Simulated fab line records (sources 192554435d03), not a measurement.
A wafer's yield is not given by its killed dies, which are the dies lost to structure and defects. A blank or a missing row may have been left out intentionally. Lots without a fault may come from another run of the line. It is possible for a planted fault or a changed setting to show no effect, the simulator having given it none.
Lot-split experiment ; flow n5-finfet ; route with 1938 steps; 7 lots, 21 wafers read

== THE SPLIT ITSELF ==
At N5_BEOL_M2_EXPOSE_08 (exposes mask M2), the setting dose-mj was moved away from the recipe's 41.25 on 4 of the 21 wafers read, by -7.3% to +2.4%. For the rest of the wafers, this setting stayed at what the recipe calls for.

== FROM THE SPLIT TO THE READING: what the file shows between them, 12 steps ==
- N5_BEOL_M2_PEB_09: peb time 60 s
- N5_BEOL_M2_DEVELOP_10: develop time 30 s
- N5_BEOL_M2_CD_MEAS_11: target cd 16.79 nm
- N5_BEOL_M2_DESCUM_16: chemistry O2, time 7 s
- N5_BEOL_M2_ETCH_74: etches underlayer in N2/H2, target depth 6.5 nm, time 5.2 s
- N5_BEOL_M2_ETCH_63: etches SiARC in CF4, target depth 15.6 nm, time 26 s
- N5_BEOL_M2_ETCH_64: etches SOC in N2/H2, target depth 75 nm, overetch 22.5 nm, time 121.9 s
- N5_BEOL_M2_STRIP_65: strips in N2/H2
- N5_BEOL_M2_STRIP_75: strips in N2/H2
- N5_BEOL_M2_STRIP_66: strips in CF4
- N5_BEOL_M2_HM_OPEN_17: chemistry Cl2/BCl3, target TiN, target depth 20 nm, overetch 6 nm
- N5_BEOL_M2_STRIP_19: strips in O2

== THE READING ==
cd-nm, in nm, at N5_BEOL_M2_CD_MEAS_18 (pitch 36 nm, target cd 18 nm). Fault-free wafers of this fab line usually give 18.0 nm, standard deviation 0.34 nm.

wafer;tool, chamber at the split;dose-mj as run;against the recipe;cd-nm, nm;against lot-mates on the recipe
L075.1;euv-scanner-02, 0;38.79;-6.0%;16.5;-1.2
L075.4;euv-scanner-02, 0;38.79;-6.0%;16.7;-1.0
L075.5;euv-scanner-02, 0;41.25;recipe;17.7;-
L080.1;euv-scanner-02, 0;41.25;recipe;18.6;-
L080.3;euv-scanner-02, 0;41.25;recipe;18.1;-
L080.5;euv-scanner-02, 0;41.25;recipe;17.9;-
L083.3;euv-scanner-02, 0;41.25;recipe;17.8;-
L083.5;euv-scanner-02, 0;41.25;recipe;17.5;-
L083.6;euv-scanner-02, 0;42.26;+2.4%;18.3;+0.7
L084.1;euv-scanner-02, 0;38.23;-7.3%;16.5;-1.5
L084.2;euv-scanner-02, 0;41.25;recipe;18.0;-
L084.3;euv-scanner-02, 0;41.25;recipe;18.0;-
L090.3;euv-scanner-02, 0;41.25;recipe;17.6;-
L090.4;euv-scanner-02, 0;41.25;recipe;17.8;-
L090.6;euv-scanner-02, 0;41.25;recipe;17.1;-
L088.1;euv-scanner-01, 0;41.25;recipe;18.5;-
L088.3;euv-scanner-01, 0;41.25;recipe;18.2;-
L088.4;euv-scanner-01, 0;41.25;recipe;18.1;-
L093.1;euv-scanner-01, 0;41.25;recipe;18.4;-
L093.3;euv-scanner-01, 0;41.25;recipe;18.2;-
L093.6;euv-scanner-01, 0;41.25;recipe;18.2;-

FIT RESULTS
A straight line over all 21 wafers: cd-nm changes by +0.213 nm for each +1% of dose-mj; r = +0.83; the points scatter about the line by 0.35 nm.
The same after taking each lot's own level away (the mean of its wafers on the recipe; 21 wafers): +0.198 nm for each +1%; r = +0.93; scatter 0.2 nm.
The reading moves by 1.5 nm for the largest change in dose-mj, on that fit.
Measured against the standard deviation above, the lots' own levels, which go from 17.50 to 18.27 nm, span 2.3 times it.
The two slopes are in agreement: the lot-to-lot level therefore moves the slope only a little.
Check: with one of the wafers moved furthest among these (-7.3%) left out of the fit, the line predicts -1.4 nm for it against its lot-mates. Against them it came out at -1.5 nm.

== THE WHOLE CHAIN: every reading that the file lists as answering this split, in the file's order ==
step;what it does;reading;change (the file's fit);r (the file's)
N5_BEOL_M2_CD_MEAS_11;target cd 16.79 nm;cd-nm;+0.222 nm for each +1% of the setting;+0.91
N5_BEOL_M2_ETCH_74;etches underlayer in N2/H2, target depth 6.5 nm, time 5.2 s;BEOL_M2.cd-offset-nm (the simulator's own value, which no gauge read);+0.217 nm for each +1% of the setting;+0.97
N5_BEOL_M2_ETCH_63;etches SiARC in CF4, target depth 15.6 nm, time 26 s;BEOL_M2.cd-offset-nm (the simulator's own value, which no gauge read);+0.229 nm for each +1% of the setting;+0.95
N5_BEOL_M2_ETCH_64;etches SOC in N2/H2, target depth 75 nm, overetch 22.5 nm, time 121.9 s;BEOL_M2.cd-offset-nm (the simulator's own value, which no gauge read);+0.212 nm for each +1% of the setting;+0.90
N5_BEOL_M2_HM_OPEN_17;chemistry Cl2/BCl3, target TiN, target depth 20 nm, overetch 6 nm;BEOL_M2.cd-offset-nm (the simulator's own value, which no gauge read);+0.195 nm for each +1% of the setting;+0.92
N5_BEOL_M2_CD_MEAS_18;pitch 36 nm, target cd 18 nm;cd-nm;+0.206 nm for each +1% of the setting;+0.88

== THE FILE'S OWN FIT ==
cd-nm changes by +0.206 nm for each +1% of dose-mj, r = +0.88.
